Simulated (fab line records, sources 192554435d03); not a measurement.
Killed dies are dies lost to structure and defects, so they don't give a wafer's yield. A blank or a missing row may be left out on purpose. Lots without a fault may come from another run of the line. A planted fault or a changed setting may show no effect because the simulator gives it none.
A struck lot beside a sound one | flow n5_finfet | 19 steps out of a route of 1938
Sound: wafers L114.2, L114.4, L114.6. Struck: wafers L116.2, L116.4, L116.6. The cause comes at the end.
At each step with rows: each side's tool, then ch and its chambers, then its first start. Under that, the readings that differ: sound wafers | struck wafers | difference of the means | sigmas: that difference in standard deviations of wafers without a fault.
alike: readings whose means differ by less than 2 such deviations, and words and numbers that are the same on both sides. not compared: withheld readings, readings that some wafer has no value for, bounds like >300 that may hide the same value, and numbers for which the record gives no deviation and whose values overlap.
The two part at a step that has a row with sigmas, a row that says differs or no value, or rows on one side only. Numbers that don't overlap but have no deviation are shown without sigmas and don't part them. A reading that every wafer of one side lacks parts them only if that side has two wafers or more.

N5_BEOL_M0_SAQP_ETCH_88: etches underlayer in N2/H2, target depth 6.5 nm, time 5.2 s.
  sound on rie_diel-02 ch 0,1,3, day 9 11:13; struck on rie_diel-06 ch 0,1,2, day 10 00:38
  alike: drypump_motor_current_A, etch_rf_on_time_s, oes_product_au, rf_vpp_V, showerhead_plenum_p_Torr, throttle_valve_pct
  not compared: rf_hours_counter_h
N5_BEOL_M0_SAQP_ETCH_73: etches SiARC in CF4, target depth 19.5 nm, time 32.5 s.
  sound on rie_diel-02 ch 0,1,3, day 9 11:13; struck on rie_diel-06 ch 0,1,2, day 10 00:40
  alike: drypump_motor_current_A, etch_rf_on_time_s, oes_product_au, rf_vpp_V, showerhead_plenum_p_Torr, throttle_valve_pct
  not compared: rf_hours_counter_h
N5_BEOL_M0_SAQP_CUT_ETCH_46: etches SOC in N2/H2, target depth 135 nm, overetch 27 nm, time 202.5 s.
  sound on rie_diel-02 ch 0,1,3, day 9 11:16; struck on rie_diel-06 ch 0,1,2, day 10 00:41
  alike: drypump_motor_current_A, rf_vpp_V, showerhead_plenum_p_Torr, throttle_valve_pct
  not compared: rf_hours_counter_h
then, 2 steps without rows for these wafers: N5_BEOL_M0_SAQP_STRIP_74 (strips in N2/H2); N5_BEOL_M0_SAQP_STRIP_89 (strips in N2/H2).
N5_BEOL_M0_SAQP_ALD_48: deposits SiO2, target thk 20 nm, pulse time 1 s, co reactant pulse time 1 s.
  sound on ald_sin-03 ch 0,1,2, day 9 11:28; struck on ald_sin-04 ch 1,2,3, day 10 00:53
  alike: heater_power_w, precursor_pulse_height_rel
then, 1 step without rows for these wafers: N5_BEOL_M0_SAQP_ETCH_49 (etches SiO2 in CF4/O2, target depth 37 nm).
N5_BEOL_M0_SAQP_STRIP_75: strips in CF4.
  sound on rie_diel-02 ch 2,3, day 9 12:05; struck on rie_diel-06 ch 0,1,2, day 10 01:31
  alike: drypump_motor_current_A, oes_product_au, rf_vpp_V, showerhead_plenum_p_Torr, throttle_valve_pct
  not compared: rf_hours_counter_h
then, 4 steps without rows for these wafers: N5_BEOL_M0_CUTY_COAT_50 (time 60 s, resist thk 15 nm); N5_BEOL_M0_CUTY_COAT_51 (resist thk 150 nm); N5_BEOL_M0_CUTY_EBR_52; N5_BEOL_M0_CUTY_SOFTBAKE_53 (time 60 s).
N5_BEOL_M0_CUTY_EXPOSE_54: exposes mask M0 ABLK.
  sound on arfi_scanner-03 ch 0, day 9 12:22; struck on arfi_scanner-03 ch 0, day 10 01:40
  reading              | sound             | struck            | difference | sigmas
  exposure_dose_mJ_cm2 | 35.93 35.98 36.01 | 34.27 34.32 34.35 | -1.66      | -46
  alike: mask, focus_offset_nm
then, 2 steps without rows for these wafers: N5_BEOL_M0_CUTY_PEB_55 (peb time 60 s); N5_BEOL_M0_CUTY_DEVELOP_56 (develop time 30 s).
N5_BEOL_M0_CUTY_CD_MEAS_57: target cd 200 nm.
  sound on cd_sem-02 ch 0, day 9 12:29; struck on cd_sem-03 ch 0, day 10 01:47
  reading    | sound             | struck            | difference | sigmas
  cd_nm (nm) | 199.1 199.6 198.5 | 202.4 202.3 202.9 | +3.5       | +4
N5_BEOL_M0_CUTY_OVL_MEAS_58:
  sound on overlay-01 ch 0, day 9 12:31; struck on overlay-02 ch 0, day 10 01:49
  alike: M0_ABLK_OVL
N5_BEOL_M4_RC_MEAS_101:
  sound on prober-02 ch 0, day 11 16:10; struck on prober-02 ch 0, day 12 01:48
  alike: DIBL_N, DIBL_P, IOFF_N, IOFF_P, ION_N, ION_P, SS_N, SS_P, VT_N, VT_P
-- the record jumps here: 4 days lie between the struck wafers' starts before and after (it left off in module BEOL_M4 and takes up again in module PASSIVATION, whose first step shown is number 1936 of the route) --
N5_PASSIVATION_PROBE_49:
  sound on prober-02, day 15 19:37; struck on prober-01, day 16 07:59
  alike: defect_limited_yield, killed_at_M0_to_M3, killed_at_M4_up, killed_at_contacts, killed_at_front_end, killed_at_other, killed_dies, killed_open, killed_short, sort_bin_4_leakage, sort_bin_5_function, sort_bin_6_memory, sort_n_pass, sort_yield_pct

WHERE THEY PART
First at N5_BEOL_M0_CUTY_EXPOSE_54; last, within this record, at N5_BEOL_M0_CUTY_CD_MEAS_57. Later steps at which nothing parts them and some readings are alike: N5_BEOL_M0_CUTY_OVL_MEAS_58, N5_BEOL_M4_RC_MEAS_101, N5_PASSIVATION_PROBE_49.

WHY: what the simulator had put in
Process parameter drift: arfi_scanner-03, from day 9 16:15 on, at N5_BEOL_M0_CUTY_EXPOSE_54. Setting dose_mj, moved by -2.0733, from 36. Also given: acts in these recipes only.
